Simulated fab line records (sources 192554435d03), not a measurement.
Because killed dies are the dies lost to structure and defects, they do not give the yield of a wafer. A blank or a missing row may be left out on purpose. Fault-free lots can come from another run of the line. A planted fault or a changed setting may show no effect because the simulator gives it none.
Split-lot trial / flow n5_finfet / route with 1938 steps; 7 lots, 21 wafers read

## THE SPLIT ITSELF
At N5_BEOL_M9_TRENCH_ETCH_37 (etches SiCOH lowk in C4F6/O2, target depth 151.43 nm, time 49 s), the setting bias_w was moved away from the recipe's 185 W on 7 of the 21 wafers read, by -14.5% to +9.1%. This setting was run at the recipe's value on the other wafers.

The split's own step is where the reading is taken.

## THE READING
rf_vpp_V, in V, at N5_BEOL_M9_TRENCH_ETCH_37 (etches SiCOH lowk in C4F6/O2, target depth 151.43 nm, time 49 s). Typical for fault-free wafers on this fab line: 667 V, with standard deviation 9 V.

wafer=L076.2; tool, chamber at the split=rie_diel-06, 1; bias_w as run, W=185; against the recipe=recipe; rf_vpp_V, V=663; against lot-mates on the recipe=-
wafer=L076.3; tool, chamber at the split=rie_diel-06, 0; bias_w as run, W=167.9; against the recipe=-9.2%; rf_vpp_V, V=626; against lot-mates on the recipe=-37
wafer=L076.5; tool, chamber at the split=rie_diel-06, 1; bias_w as run, W=185; against the recipe=recipe; rf_vpp_V, V=663; against lot-mates on the recipe=-
wafer=L074.2; tool, chamber at the split=rie_diel-03, 1; bias_w as run, W=185; against the recipe=recipe; rf_vpp_V, V=667; against lot-mates on the recipe=-
wafer=L074.5; tool, chamber at the split=rie_diel-03, 1; bias_w as run, W=185; against the recipe=recipe; rf_vpp_V, V=666; against lot-mates on the recipe=-
wafer=L074.6; tool, chamber at the split=rie_diel-03, 2; bias_w as run, W=185; against the recipe=recipe; rf_vpp_V, V=660; against lot-mates on the recipe=-
wafer=L082.1; tool, chamber at the split=rie_diel-05, 1; bias_w as run, W=197.9; against the recipe=+7.0%; rf_vpp_V, V=702; against lot-mates on the recipe=+38
wafer=L082.3; tool, chamber at the split=rie_diel-05, 3; bias_w as run, W=185; against the recipe=recipe; rf_vpp_V, V=671; against lot-mates on the recipe=-
wafer=L082.6; tool, chamber at the split=rie_diel-05, 0; bias_w as run, W=185; against the recipe=recipe; rf_vpp_V, V=658; against lot-mates on the recipe=-
wafer=L083.1; tool, chamber at the split=rie_diel-05, 2; bias_w as run, W=185; against the recipe=recipe; rf_vpp_V, V=654; against lot-mates on the recipe=-
wafer=L083.2; tool, chamber at the split=rie_diel-05, 3; bias_w as run, W=185; against the recipe=recipe; rf_vpp_V, V=672; against lot-mates on the recipe=-
wafer=L083.6; tool, chamber at the split=rie_diel-05, 3; bias_w as run, W=185; against the recipe=recipe; rf_vpp_V, V=670; against lot-mates on the recipe=-
wafer=L085.2; tool, chamber at the split=rie_diel-05, 3; bias_w as run, W=185; against the recipe=recipe; rf_vpp_V, V=671; against lot-mates on the recipe=-
wafer=L085.3; tool, chamber at the split=rie_diel-05, 1; bias_w as run, W=196.1; against the recipe=+6.0%; rf_vpp_V, V=697; against lot-mates on the recipe=+26
wafer=L085.6; tool, chamber at the split=rie_diel-05, 0; bias_w as run, W=196.1; against the recipe=+6.0%; rf_vpp_V, V=689; against lot-mates on the recipe=+18
wafer=L084.1; tool, chamber at the split=rie_diel-05, 2; bias_w as run, W=185; against the recipe=recipe; rf_vpp_V, V=655; against lot-mates on the recipe=-
wafer=L084.5; tool, chamber at the split=rie_diel-05, 2; bias_w as run, W=158.1; against the recipe=-14.5%; rf_vpp_V, V=578; against lot-mates on the recipe=-77
wafer=L084.6; tool, chamber at the split=rie_diel-05, 1; bias_w as run, W=158.1; against the recipe=-14.5%; rf_vpp_V, V=589; against lot-mates on the recipe=-66
wafer=L086.1; tool, chamber at the split=rie_diel-03, 0; bias_w as run, W=185; against the recipe=recipe; rf_vpp_V, V=668; against lot-mates on the recipe=-
wafer=L086.2; tool, chamber at the split=rie_diel-03, 3; bias_w as run, W=185; against the recipe=recipe; rf_vpp_V, V=689; against lot-mates on the recipe=-
wafer=L086.3; tool, chamber at the split=rie_diel-03, 1; bias_w as run, W=201.9; against the recipe=+9.1%; rf_vpp_V, V=713; against lot-mates on the recipe=+34

FIT RESULTS
A straight line over all 21 wafers: rf_vpp_V changes by +5.29 V for each +1% of bias_w; r = +0.97; the points scatter about the line by 8.3 V.
The same after taking each lot's own level away (the mean of its wafers on the recipe; 21 wafers): +4.57 V for each +1%; r = +0.97; scatter 6.6 V.
Per that fit: largest bias_w move, reading shift of 66 V.
The span of the lots' own levels, 655.0 to 678.5 V, comes to 2.6 times the standard deviation stated above.
In other words, the slope is changed by the lot-to-lot level; the two fits disagree.
Check: -62.5 V against its lot-mates is what the line predicts for one of the wafers moved furthest among these (-14.5%) when that wafer is left out of the fit. It came out at -77 V against them.
Tool readings at the split's step, against how far the setting was moved: rf_vpp_V r = +0.97.

## ADDITIONAL SPLITS CARRIED BY THESE WAFERS
Other splits were also applied to these wafers ahead of the reading. Each is held against what the fit with the lots' levels taken away leaves over:
other split on the same wafers=N5_BEOL_M6_TRENCH_ETCH_37 time_s; wafers away from the commonest value=5; r with rf_vpp_V (lot level and that fit taken away)=-0.17
other split on the same wafers=N5_BEOL_M6_ALD_77 ald_cycles; wafers away from the commonest value=11; r with rf_vpp_V (lot level and that fit taken away)=+0.08
other split on the same wafers=N5_BEOL_M8_PECVD_70 temp_c; wafers away from the commonest value=9; r with rf_vpp_V (lot level and that fit taken away)=+0.08
other split on the same wafers=N5_BEOL_M9_ETCH_66 time_s; wafers away from the commonest value=9; r with rf_vpp_V (lot level and that fit taken away)=+0.02

## THE FILE'S OWN FIT
rf_vpp_V changes by +4.48 V for each +1% of bias_w, r = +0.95.
